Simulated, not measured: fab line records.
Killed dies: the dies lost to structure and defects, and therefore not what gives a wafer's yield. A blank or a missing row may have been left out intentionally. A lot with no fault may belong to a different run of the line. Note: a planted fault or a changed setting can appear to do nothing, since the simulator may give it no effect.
A lot that was struck, set against a sound lot -- flow n5Finfet -- 15 steps out of a route of 1938
Sound: the wafers L794.2, L794.4, L794.6. Struck: wafers L805.2, L805.4 (left out: L805.5, a lot-mate that was not struck); the cause follows at the end.
Per side, at each step with rows, come the tool, then ch with its chambers, and then its first start. Under that, the readings that differ: sound wafers -- struck wafers -- difference of the means -- sigmas: that difference in standard deviations of wafers without a fault.
alike: readings whose means differ by less than 2 such deviations, and words and numbers that are the same on both sides. not compared: withheld readings, readings that some wafer has no value for, bounds like >300 that may hide the same value, and numbers for which the record gives no deviation and whose values overlap.
A row with sigmas, a row that says differs or no value, or rows on one side alone: a step with any of these is where the two part. Non-overlapping numbers with no deviation appear without sigmas and do not part them. A reading missing from all wafers of one side parts the sides only when that side holds two or more wafers.

N5_BEOL_M13_ETCH_68: etches SOC in N2/H2, time 355 s.
  sound on rieDiel-05 ch 0,2, day 13 23:37; struck on rieDiel-05 ch 0,3, day 17 03:22
  alike: drypumpMotorCurrentA, oesProductAu, rfVppV, showerheadPlenumPTorr, throttleValvePct
  not compared: rfHoursCounterH
then, 3 steps without rows for these wafers: N5_BEOL_M13_STRIP_69 (strips in N2/H2); N5_BEOL_M13_TRENCH_ETCH_34 (etches SiOC in C4F8/O2/Ar, target depth 413.47 nm, time 162.6 s); N5_BEOL_M13_STRIP_70 (strips in C4F8/O2/Ar).
N5_BEOL_M13_OCD_MEAS_35:
  struck on ocd-01, day 17 03:46; sound on ocd-01, day 14 00:00
  alike: trenchDepthNm
then, 1 step without rows for these wafers: N5_BEOL_M13_STRIP_37 (strips in N2/H2).
N5_BEOL_M13_ETCH_38: etches SiCN in CF4/N2, target depth 67.5 nm, time 71.9 s.
  sound on rieDiel-04 ch 0,1,3, day 14 01:13; struck on rieDiel-05 ch 1,3, day 17 05:28
  alike: drypumpMotorCurrentA, oesProductAu, rfVppV, showerheadPlenumPTorr, throttleValvePct
  not compared: rfHoursCounterH
then, 2 steps without rows for these wafers: N5_BEOL_M13_PRECLEAN_39 (cleans in residue remover, time 60 s); N5_BEOL_M13_SRD_40 (time 30 s, dry time 30 s).
N5_BEOL_M13_DEGAS_41: time 60 s.
  struck on pvdSputter-02, day 17 05:49; sound on pvdSputter-02, day 14 01:48
  alike: heaterPowerW
N5_BEOL_M13_PRE_CLEAN_42: time 30 s.
  struck on pvdSputter-02, day 17 05:52; sound on pvdSputter-02, day 14 01:50
  alike: heaterPowerW
then, 1 step without rows for these wafers: N5_BEOL_M13_SPUTTER_43 (material TaN, target thk 15 nm, time 24.19 s).
N5_BEOL_M13_SPUTTER_44: material Ta, target thk 10 nm, time 16.13 s.
  struck on pvdSputter-02, day 17 05:59; sound on pvdSputter-02, day 14 01:58
reading,sound,struck,difference,sigmas
model.Ta_of_BEOL_M13_SPUTTER_44.thkNm (nm),10 10.2 10.2,10.8 11,+0.8,
  alike: cathodeDcPowerW, throttleValvePct
N5_BEOL_M13_SPUTTER_45: material Cu, target thk 80 nm, time 13.33 s.
  struck on pvdSputter-02, day 17 06:04; sound on pvdSputter-02, day 14 02:02
  alike: cathodeDcPowerW, chuckSensorTempC, throttleValvePct
N5_PASSIVATION_PROBE_49:
  the record has rows for the sound wafers here (prober-02, day 15 05:22) and none for the struck ones

== WHERE THEY PART ==
At N5_PASSIVATION_PROBE_49 and nowhere else, as far as this record goes.

WHY: whatever the simulator had introduced
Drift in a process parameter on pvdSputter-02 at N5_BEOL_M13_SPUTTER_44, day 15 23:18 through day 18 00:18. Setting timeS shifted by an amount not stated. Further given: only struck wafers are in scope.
